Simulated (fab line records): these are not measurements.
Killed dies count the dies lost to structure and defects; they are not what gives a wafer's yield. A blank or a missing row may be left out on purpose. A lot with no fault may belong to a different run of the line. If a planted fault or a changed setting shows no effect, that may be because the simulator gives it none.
8D (eight disciplines) problem report, filled in by code -- flow n5 finfet -- the parts of the form that need people (team, actions taken, sign-off) are left out

## 1. WHAT WENT WRONG
run length s at N5_BEOL_M9_ETCH_66 reads a mean of 134.9 s on 2 wafers of 2 lots; wafers without a fault read 143.3 s with a standard deviation of 0.44. Measured from the usual mean, that is -19 standard deviations.
The step: etches SOC in N2/H2, target depth 80 nm, overetch 16 nm, time 120 s.
Earliest sighting: wafer L499.2 on rie diel-02 at day 14 01:27. The record holds 35 wafers of 12 lots with a number at this step. By rule, "out" or "out of limits" means more than 4 standard deviations away from the usual mean. The rest of the wafers with a number are treated as sound.

## 2. WHAT IT IS, WHAT IT ISN'T
question,is,is not
which readings at this step,run length s,"drypump motor current A, oes product au, rf vpp V, showerhead plenum p Torr, throttle valve pct"
which lots,"L499, L503","L482, L484, L485, L486, L487, L488, L489, L493, L494, L495"
which wafers of those lots,"L499.2, L503.2","L499.4, L499.5, L503.3, L503.5"
read on which tools,rie diel-02,"rie diel-01, rie diel-05"
when,from day 14 01:27,up to then (31 sound wafers); but 2 sound wafers of L503 came after

## 3. SUSPECTS, AND WHAT RULES EACH OUT
Counting: any tool at a process step up to the reading remains a suspect provided it ran every lot that is out. Sound lots after the first of them don't rule it out here, since some wafers of a struck lot are sound.
- rie diel-02 at N5_BEOL_M9_ETCH_66 (etches SOC in N2/H2, target depth 80 nm, overetch 16 nm, time 120 s): kept. It ran every lot that is out, first L499 (day 14 01:27); its last sound lot up to then is L494 (day 12 18:39). Its own readings are out on those wafers: run length s.
The count leaves rie diel-02 at N5_BEOL_M9_ETCH_66.

## 4. THE CAUSE (what the simulator had put in)
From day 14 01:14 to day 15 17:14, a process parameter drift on rie diel-02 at N5_BEOL_M9_ETCH_66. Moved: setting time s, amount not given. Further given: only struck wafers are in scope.
Only this tool survived the counting.

## 5. THE EFFECT CHAIN, in route order
One row per reading whose mean, taken over the struck wafers that have a number, lies over 3 standard deviations from the usual. Only readings whose record carries a usual standard deviation are examined. hours: median over the lots of the time between each lot's start at the first step of this table that gives one and its start at this step. sigmas: the change, counted in usual standard deviations.
hours,step,reading,usual,on struck wafers,change,sigmas
0,N5_BEOL_M9_ETCH_66,run length s,143.3 s,134.9,-8.4,-19
It contains these process steps:
- N5_BEOL_M9_ETCH_66: etches SOC in N2/H2, target depth 80 nm, overetch 16 nm, time 120 s.
Readings that are blank on the struck wafers while sound wafers have them: bias w at N5_BEOL_M9_ETCH_66.

## 6. HOW IT WOULD HAVE BEEN CAUGHT EARLIER
In this record no reading fell out of limits until day 14 01:27, 0 hours after the fault had begun at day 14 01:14.
